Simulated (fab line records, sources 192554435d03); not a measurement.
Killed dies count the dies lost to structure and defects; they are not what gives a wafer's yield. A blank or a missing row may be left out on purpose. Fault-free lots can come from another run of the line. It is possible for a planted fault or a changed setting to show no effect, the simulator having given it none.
Chamber matching :: flow n5-finfet :: N5_FIN_SAQP_MANDREL_ETCH_58 on rie-si-03 has 4 sister chambers
The step etches a-Si in HBr/Cl2, stops on SiNx, target depth 45 nm, bt time 10 s, time 27 s. 20 wafers are shown with their chamber, then 10 later ones without.

## EACH WAFER AND ITS CHAMBER
wafer: L074.4
chamber: 1
drypump-motor-current-A (A): 5.8
throttle-valve-pct (%): 35.8
oes-product-au (a.u.): 0.694

wafer: L074.5
chamber: 1
drypump-motor-current-A (A): 5.8
throttle-valve-pct (%): 35.9
oes-product-au (a.u.): 0.693

wafer: L074.6
chamber: 2
drypump-motor-current-A (A): 6.2
throttle-valve-pct (%): 35.8
oes-product-au (a.u.): 0.681

wafer: L075.2
chamber: 0
drypump-motor-current-A (A): 5.7
throttle-valve-pct (%): 35.3
oes-product-au (a.u.): 0.697

wafer: L075.3
chamber: 2
drypump-motor-current-A (A): 6.2
throttle-valve-pct (%): 35.9
oes-product-au (a.u.): 0.672

wafer: L075.4
chamber: 1
drypump-motor-current-A (A): 5.8
throttle-valve-pct (%): 35.9
oes-product-au (a.u.): 0.696

wafer: L077.2
chamber: 1
drypump-motor-current-A (A): 5.8
throttle-valve-pct (%): 35.9
oes-product-au (a.u.): 0.695

wafer: L077.4
chamber: 2
drypump-motor-current-A (A): 6.2
throttle-valve-pct (%): 35.8
oes-product-au (a.u.): 0.700

wafer: L077.5
chamber: 0
drypump-motor-current-A (A): 5.7
throttle-valve-pct (%): 35.3
oes-product-au (a.u.): 0.703

wafer: L079.2
chamber: 2
drypump-motor-current-A (A): 6.2
throttle-valve-pct (%): 35.8
oes-product-au (a.u.): 0.673

wafer: L079.3
chamber: 0
drypump-motor-current-A (A): 5.8
throttle-valve-pct (%): 35.3
oes-product-au (a.u.): 0.708

wafer: L079.5
chamber: 0
drypump-motor-current-A (A): 5.8
throttle-valve-pct (%): 35.3
oes-product-au (a.u.): 0.705

wafer: L081.2
chamber: 1
drypump-motor-current-A (A): 5.8
throttle-valve-pct (%): 35.9
oes-product-au (a.u.): 0.682

wafer: L081.3
chamber: 3
drypump-motor-current-A (A): 5.7
throttle-valve-pct (%): 35.8
oes-product-au (a.u.): 0.669

wafer: L081.5
chamber: 0
drypump-motor-current-A (A): 5.7
throttle-valve-pct (%): 35.3
oes-product-au (a.u.): 0.700

wafer: L083.1
chamber: 3
drypump-motor-current-A (A): 5.7
throttle-valve-pct (%): 35.7
oes-product-au (a.u.): 0.677

wafer: L083.2
chamber: 2
drypump-motor-current-A (A): 6.2
throttle-valve-pct (%): 35.8
oes-product-au (a.u.): 0.680

wafer: L083.5
chamber: 1
drypump-motor-current-A (A): 5.8
throttle-valve-pct (%): 35.9
oes-product-au (a.u.): 0.681

wafer: L091.1
chamber: 3
drypump-motor-current-A (A): 5.7
throttle-valve-pct (%): 35.8
oes-product-au (a.u.): 0.670

wafer: L091.4
chamber: 0
drypump-motor-current-A (A): 5.7
throttle-valve-pct (%): 35.3
oes-product-au (a.u.): 0.718

SIGNATURES (averages over the wafers above)
reading: drypump-motor-current-A
chamber 0: 5.733
chamber 1: 5.800
chamber 2: 6.200
chamber 3: 5.700
scatter within a chamber: 0.0289

reading: throttle-valve-pct
chamber 0: 35.300
chamber 1: 35.883
chamber 2: 35.820
chamber 3: 35.767
scatter within a chamber: 0.0379

reading: oes-product-au
chamber 0: 0.70517
chamber 1: 0.69017
chamber 2: 0.68120
chamber 3: 0.67200
scatter within a chamber: 0.00809
Rule: for each reading, subtract the chamber's mean from the wafer's reading, divide by that reading's scatter and square the result; add these up over the readings and take the root, which gives the wafer's distance from the chamber. If the next closest chamber is less than 2 further off than the closest, the wafer can't be placed; otherwise it belongs to the closest. The scatter: the root of (the sum of the squares of (reading less its chamber's mean) over the shown wafers, divided by (wafers less chambers)).

## WAFERS WHOSE CHAMBER IS MISSING
wafer: L091.5
drypump-motor-current-A (A): 6.2
throttle-valve-pct (%): 35.8
oes-product-au (a.u.): 0.674

wafer: L095.1
drypump-motor-current-A (A): 5.8
throttle-valve-pct (%): 35.9
oes-product-au (a.u.): 0.689

wafer: L095.5
drypump-motor-current-A (A): 5.8
throttle-valve-pct (%): 35.9
oes-product-au (a.u.): 0.692

wafer: L095.6
drypump-motor-current-A (A): 5.7
throttle-valve-pct (%): 35.3
oes-product-au (a.u.): 0.705

wafer: L096.1
drypump-motor-current-A (A): 6.2
throttle-valve-pct (%): 35.9
oes-product-au (a.u.): 0.678

wafer: L096.2
drypump-motor-current-A (A): 5.7
throttle-valve-pct (%): 35.3
oes-product-au (a.u.): 0.695

wafer: L096.6
drypump-motor-current-A (A): 5.7
throttle-valve-pct (%): 35.3
oes-product-au (a.u.): 0.696

wafer: L097.1
drypump-motor-current-A (A): 6.2
throttle-valve-pct (%): 35.9
oes-product-au (a.u.): 0.665

wafer: L097.3
drypump-motor-current-A (A): 5.7
throttle-valve-pct (%): 35.3
oes-product-au (a.u.): 0.697

wafer: L097.5
drypump-motor-current-A (A): 5.7
throttle-valve-pct (%): 35.3
oes-product-au (a.u.): 0.700

## EACH ONE'S CHAMBER
wafer: L091.5
from the rows above: 2
in truth: 2

wafer: L095.1
from the rows above: 1
in truth: 1

wafer: L095.5
from the rows above: 1
in truth: 1

wafer: L095.6
from the rows above: 0
in truth: 0

wafer: L096.1
from the rows above: 2
in truth: 2

wafer: L096.2
from the rows above: 0
in truth: 0

wafer: L096.6
from the rows above: 0
in truth: 0

wafer: L097.1
from the rows above: 2
in truth: 2

wafer: L097.3
from the rows above: 0
in truth: 0

wafer: L097.5
from the rows above: 0
in truth: 0
Correctly placed: 10 of 10. Left unplaced by these rows: 0. Wrongly placed: 0.
